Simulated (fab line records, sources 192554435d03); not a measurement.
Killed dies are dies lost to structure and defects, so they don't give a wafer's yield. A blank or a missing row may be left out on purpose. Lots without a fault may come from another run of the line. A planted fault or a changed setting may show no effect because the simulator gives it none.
Chamber matching | flow n5_finfet | N5_BEOL_M2_STRIP_19 on rie_diel-06: 4 sister chambers
The step strips in O2. 16 wafers are shown with their chamber, then 8 later ones without.

WAFERS WITH THEIR CHAMBER
wafer  | chamber | drypump_motor_current_A (A) | showerhead_plenum_p_Torr (Torr) | oes_product_au (a.u.)
L075.1 | 3       | 6.8                         | 2.19                            | 0.76
L075.2 | 2       | 5.4                         | 2.06                            | 0.71
L075.4 | 1       | 5.3                         | 2.06                            | 0.69
L076.1 | 3       | 6.8                         | 2.19                            | 0.76
L076.2 | 2       | 5.4                         | 2.06                            | 0.70
L076.4 | 0       | 5.5                         | 2.19                            | 0.77
L082.2 | 2       | 5.3                         | 2.06                            | 0.95
L082.5 | 1       | 5.4                         | 2.06                            | 0.69
L082.6 | 0       | 5.5                         | 2.18                            | 0.76
L088.1 | 3       | 6.8                         | 2.18                            | 0.74
L088.3 | 1       | 5.3                         | 2.05                            | 0.68
L088.4 | 0       | 5.5                         | 2.18                            | 0.74
L089.1 | 2       | 5.4                         | 2.05                            | 0.90
L089.3 | 0       | 5.5                         | 2.18                            | 0.74
L089.6 | 2       | 5.4                         | 2.05                            | 0.90
L094.2 | 0       | 5.5                         | 2.17                            | 0.73

SIGNATURES (means of the wafers above)
reading                  | chamber 0 | chamber 1 | chamber 2 | chamber 3 | scatter within a chamber
drypump_motor_current_A  | 5.500     | 5.333     | 5.380     | 6.800     | 0.035
showerhead_plenum_p_Torr | 2.1800    | 2.0567    | 2.0560    | 2.1867    | 0.00615
oes_product_au           | 0.7480    | 0.6867    | 0.8320    | 0.7533    | 0.0689
Rule: a wafer's distance from a chamber is the root of the sum, over the readings, of the square of ((its reading less the chamber's mean) divided by the reading's scatter). The wafer belongs to the nearest chamber; if the next one is less than 2 further off, it can't be placed. The scatter: the root of (the sum of the squares of (reading less its chamber's mean) over the shown wafers, divided by (wafers less chambers)).

WAFERS WITHOUT THEIR CHAMBER
wafer  | drypump_motor_current_A (A) | showerhead_plenum_p_Torr (Torr) | oes_product_au (a.u.)
L094.4 | 6.8                         | 2.18                            | 0.72
L094.6 | 5.4                         | 2.05                            | 0.89
L096.2 | 5.4                         | 2.05                            | 0.88
L096.4 | 5.5                         | 2.17                            | 0.73
L096.6 | 5.4                         | 2.05                            | 0.88
L097.3 | 5.5                         | 2.17                            | 0.73
L097.4 | 5.5                         | 2.17                            | 0.73
L097.5 | 5.3                         | 2.04                            | 0.88

WHICH CHAMBER EACH WENT THROUGH
wafer  | from the rows above     | in truth
L094.4 | 3                       | 3
L094.6 | 2                       | 2
L096.2 | 2                       | 2
L096.4 | 0                       | 0
L096.6 | 2                       | 2
L097.3 | 0                       | 0
L097.4 | 0                       | 0
L097.5 | can't be placed: 2 or 1 | 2
Placed correctly: 7 of 8. Can't be placed from these rows: 1 (the true chamber is among the candidates in 1). Placed wrongly: 0.
